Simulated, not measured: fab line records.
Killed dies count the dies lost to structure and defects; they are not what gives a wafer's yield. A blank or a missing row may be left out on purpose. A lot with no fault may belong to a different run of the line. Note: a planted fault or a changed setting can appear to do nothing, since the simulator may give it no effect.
Comparing a struck lot with a sound one / flow n5-finfet / 16 out of 1938 route steps
Sound: the wafers L549.1, L549.2, L549.5. The struck wafers were L567.3, L567.4, L567.6. Last of all comes the cause.
For every step that has rows: the tool of each side, followed by ch and its chambers, followed by its first start. Under that, the readings that differ: sound wafers / struck wafers / difference of the means / sigmas: that difference in standard deviations of wafers without a fault.
alike: same words and numbers on both sides, and readings whose means sit less than 2 such deviations apart. not compared: any withheld reading, any reading some wafer has no value for, any bound like >300 that may hide the same value, and any number with overlapping values for which the record gives no deviation.
The two part at a step that has a row with sigmas, a row that says differs or no value, or rows on one side only. Non-overlapping numbers with no deviation appear without sigmas and do not part them. A reading that every wafer of one side lacks parts them only if that side has two wafers or more.

first, 6 steps without rows for these wafers: N5_BEOL_M12_EBR_06; N5_BEOL_M12_SOFTBAKE_05 (time 60 s); N5_BEOL_M12_EXPOSE_07 (exposes mask V11); N5_BEOL_M12_PEB_08 (peb time 90 s); N5_BEOL_M12_DEVELOP_09 (develop time 45 s); N5_BEOL_M12_HARDBAKE_14 (time 120 s).
N5_BEOL_M12_CD_MEAS_10: the cd target is 140 nm.
  sound on cd-sem-02 ch 0, day 11 04:32; struck on cd-sem-01 ch 0, day 16 07:44
  alike: cd-nm
N5_BEOL_M12_OVL_MEAS_11:
  sound on overlay-02 ch 0, day 11 04:34; struck on overlay-01 ch 0, day 16 07:46
  alike: V11_OVL
N5_BEOL_M12_INSPECT_12: inspects for defects (macro).
  sound: defect-inspect-01 at day 11 04:36; struck: defect-inspect-01 at day 16 07:47
  alike: raw-defect-count
N5_BEOL_M12_DESCUM_15: chemistry O2, time 7.9 s.
  sound on rie-diel-04 ch 0,3, day 11 04:39; struck on rie-diel-04 ch 0,1, day 16 07:49
  alike: drypump-motor-current-A, oes-product-au, rf-vpp-V, showerhead-plenum-p-Torr, temp-c, throttle-valve-pct
  not compared: rf-hours-counter-h
N5_BEOL_M12_ETCH_59: etches BARC in N2/H2, target depth 89 nm, overetch 26.7 nm, time 67.9 s.
  sound on rie-diel-04 ch 0,3, day 11 04:41; struck on rie-diel-04 ch 0,1, day 16 07:51
  alike: drypump-motor-current-A, oes-product-au, rf-vpp-V, showerhead-plenum-p-Torr, throttle-valve-pct
  not compared: rf-hours-counter-h
N5_BEOL_M12_VIA_ETCH_16: etches SiOC in C4F8/O2/Ar, target depth 724.8 nm.
  sound on rie-diel-04 ch 0,3, day 11 04:44; struck on rie-diel-04 ch 0,1, day 16 07:54
  alike: drypump-motor-current-A, he-inner-torr, oes-product-au, rf-vpp-V, showerhead-plenum-p-Torr, throttle-valve-pct
N5_BEOL_M12_STRIP_63: strips in N2/H2.
  sound on plasma-asher-01 ch 0,1, day 11 04:56; struck on plasma-asher-02 ch 0,1, day 16 08:07
  no value came back on the struck wafers for any of 6 readings (chamber-pressure-mTorr (mTorr), drypump-motor-current-A (A) and others); on the sound wafers chamber-pressure-mTorr (mTorr) reads 1000.6 1001.1 999.8
reading=model.coat_of_BEOL_M12_COAT_04.thk-nm (nm); sound=0 0 0; struck=124.8 112 109.8; difference=+115.5; sigmas=
  not compared: rf-hours-counter-h
N5_BEOL_M12_STRIP_64: strips in N2/H2.
  sound on plasma-asher-01 ch 0,1, day 11 04:59; struck on plasma-asher-02 ch 0,1, day 16 08:11
reading=oes-product-au (a.u.); sound=0.719 0.720 0.709; struck=0.815 0.787 0.777; difference=+0.077; sigmas=+17
reading=strip-time-to-endpoint-s (s); sound=31.28 31.25 31.28; struck=66.18 62.87 62.26; difference=+32.50; sigmas=+99 or more
  alike: drypump-motor-current-A, h2-flow-sccm, heater-power-w, temp-c
  not compared: rf-hours-counter-h
then, 1 step without rows for these wafers: N5_BEOL_M12_STRIP_71 (strips in post etch residue remover, time 60 s).
N5_PASSIVATION_PROBE_49:
  the record has rows for the sound wafers here (prober-01, day 13 09:20) and none for the struck ones

## WHERE THEY PART
At N5_BEOL_M12_STRIP_63 first; at N5_PASSIVATION_PROBE_49 last (within this record only).

WHY: whatever the simulator had introduced
Skipped step whole: plasma-asher-02, from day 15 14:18 on, at N5_BEOL_M12_STRIP_63. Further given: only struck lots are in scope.
